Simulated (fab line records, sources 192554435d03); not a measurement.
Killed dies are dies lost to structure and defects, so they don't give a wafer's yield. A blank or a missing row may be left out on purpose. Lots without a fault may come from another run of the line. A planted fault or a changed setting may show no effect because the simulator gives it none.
A struck lot beside a sound one | flow n5_finfet | 38 steps out of a route of 1938
Sound: wafers L977.1, L977.3, L977.6. Struck: wafers L968.4, L968.5, L968.6. The cause comes at the end.
At each step with rows: each side's tool, then ch and its chambers, then its first start. Under that, the readings that differ: sound wafers | struck wafers | difference of the means | sigmas: that difference in standard deviations of wafers without a fault.
alike: readings whose means differ by less than 2 such deviations, and words and numbers that are the same on both sides. not compared: withheld readings, readings that some wafer has no value for, bounds like >300 that may hide the same value, and numbers for which the record gives no deviation and whose values overlap.
The two part at a step that has a row with sigmas, a row that says differs or no value, or rows on one side only. Numbers that don't overlap but have no deviation are shown without sigmas and don't part them. A reading that every wafer of one side lacks parts them only if that side has two wafers or more.

first, 9 steps without rows for these wafers: N5_BEOL_M4_ANNEAL_95 (time 240 s); N5_BEOL_M4_SPUTTER_96 (material Cu, target thk 4.5 nm, time 8.29 s); N5_BEOL_M4_ECD_50 (material Cu, target thk 300 nm); N5_BEOL_M4_ANNEAL_51 (time 90 s); N5_BEOL_M4_CMP_52 (polishes, stops on SiOC, t overpolish 6.8 s, target thk 40 nm); N5_BEOL_M4_PRE_CLEAN_60 (time 15 s); N5_BEOL_M4_CO_CAP_55 (material Co, precursor CCTBA/H2, target thk 2 nm, time 102.1 s); N5_BEOL_M4_PRE_CLEAN_56 (time 15 s); N5_BEOL_M4_DEP_57 (deposits SiCN from 3MS/NH3, target thk 8 nm, time 14 s).
N5_BEOL_M4_RC_MEAS_101:
  sound on prober-01 ch 0, day 13 21:56; struck on prober-02 ch 0, day 12 08:42
  reading   | sound          | struck         | difference | sigmas
  VT_P (mV) | -246 -245 -248 | -253 -253 -254 | -7         | -2
  alike: DIBL_N, DIBL_P, IOFF_N, IOFF_P, ION_N, ION_P, SS_N, SS_P, VT_N
then, 24 steps without rows for these wafers: N5_BEOL_M5_ILD_DEP_00 (deposits SiCOH lowk from DEMS/porogen, target thk 140.64 nm, time 25.9 s); N5_BEOL_M5_CURE_79 (cures SiCOH lowk, time 240 s); N5_BEOL_M5_PECVD_70 (deposits SiO2 from TEOS/O2, target thk 16 nm, time 18 s); N5_BEOL_M5_HM_DEP_02 (deposits TiN, target thk 20 nm); N5_BEOL_M5_COAT_59 (time 60 s, resist thk 60 nm); N5_BEOL_M5_COAT_60 (time 60 s, resist thk 12 nm); N5_BEOL_M5_COAT_71 (time 60 s, resist thk 5 nm); N5_BEOL_M5_COAT_05 (resist thk 30 nm); N5_BEOL_M5_EBR_07; N5_BEOL_M5_SOFTBAKE_06 (time 60 s); N5_BEOL_M5_EXPOSE_08 (exposes mask M5, target cd 28 nm); N5_BEOL_M5_PEB_09 (peb time 60 s); N5_BEOL_M5_DEVELOP_10 (develop time 30 s); N5_BEOL_M5_DESCUM_16 (chemistry O2, time 7 s); N5_BEOL_M5_ETCH_72 (etches underlayer in N2/H2, target depth 6.5 nm, time 5.2 s); N5_BEOL_M5_ETCH_61 (etches SiARC in CF4, target depth 15.6 nm, time 26 s); N5_BEOL_M5_ETCH_62 (etches SOC in N2/H2, target depth 75 nm, overetch 15 nm, time 112.5 s); N5_BEOL_M5_STRIP_63 (strips in N2/H2); N5_BEOL_M5_STRIP_73 (strips in N2/H2); N5_BEOL_M5_STRIP_64 (strips in CF4); N5_BEOL_M5_HM_OPEN_17 (chemistry Cl2/BCl3, target TiN, target depth 20 nm, overetch 6 nm); N5_BEOL_M5_STRIP_19 (strips in O2); N5_BEOL_M5_COAT_65 (time 60 s, resist thk 60 nm); N5_BEOL_M5_COAT_66 (time 60 s, resist thk 12 nm).
-- the record jumps here: 4 days lie between the struck wafers' starts before and after (it left off in module BEOL_M5 and takes up again in module PASSIVATION, whose first step shown is number 1910 of the route) --
N5_PASSIVATION_AL_DEP_21: deposits Al, target thk 2800 nm, time 170 s.
  sound on pvd_sputter-03, day 17 21:28; struck on pvd_sputter-01, day 16 04:28
  reading                                       | sound          | struck         | difference | sigmas
  model.Al_of_PASSIVATION_AL_DEP_21.thk_nm (nm) | 2796 2757 2748 | 4779 4815 4794 | +2029      |
  alike: throttle_valve_pct
N5_PASSIVATION_ETCH_59: etches TaN in Cl2/BCl3, target depth 65 nm, time 34.9 s.
  sound on rie_metal-03 ch 0,1, day 17 22:39; struck on rie_metal-03 ch 0,1, day 16 05:40
  reading                | sound             | struck            | difference | sigmas
  mfc_cl2_sccm (sccm)    | 59.76 59.73 59.63 | 60.15 59.85 60.33 | +0.40      | +2
  oes_product_au (a.u.)  | 0.68 0.77 0.76    | 0.19 0.21 0.19    | -0.54      | -6
  throttle_valve_pct (%) | 21.17 20.89 20.90 | 22.44 22.14 22.43 | +1.35      | +10
  alike: drypump_motor_current_A
  not compared: rf_hours_counter_h
N5_PASSIVATION_STRIP_52: strips in post etch residue remover, time 1200 s.
  sound on wet_bench-05 ch 0,3,4, day 18 00:55; struck on wet_bench-04 ch 2,3,4, day 16 07:35
  reading                                       | sound          | struck         | difference | sigmas
  model.Al_of_PASSIVATION_AL_DEP_21.thk_nm (nm) | 2780 2742 2733 | 4763 4799 4778 | +2028      |
N5_PASSIVATION_PROBE_49:
  the record has rows for the struck wafers here (prober-01, day 16 10:17) and none for the sound ones

WHERE THEY PART
First at N5_BEOL_M4_RC_MEAS_101; last, within this record, at N5_PASSIVATION_PROBE_49.

WHY: what the simulator had put in
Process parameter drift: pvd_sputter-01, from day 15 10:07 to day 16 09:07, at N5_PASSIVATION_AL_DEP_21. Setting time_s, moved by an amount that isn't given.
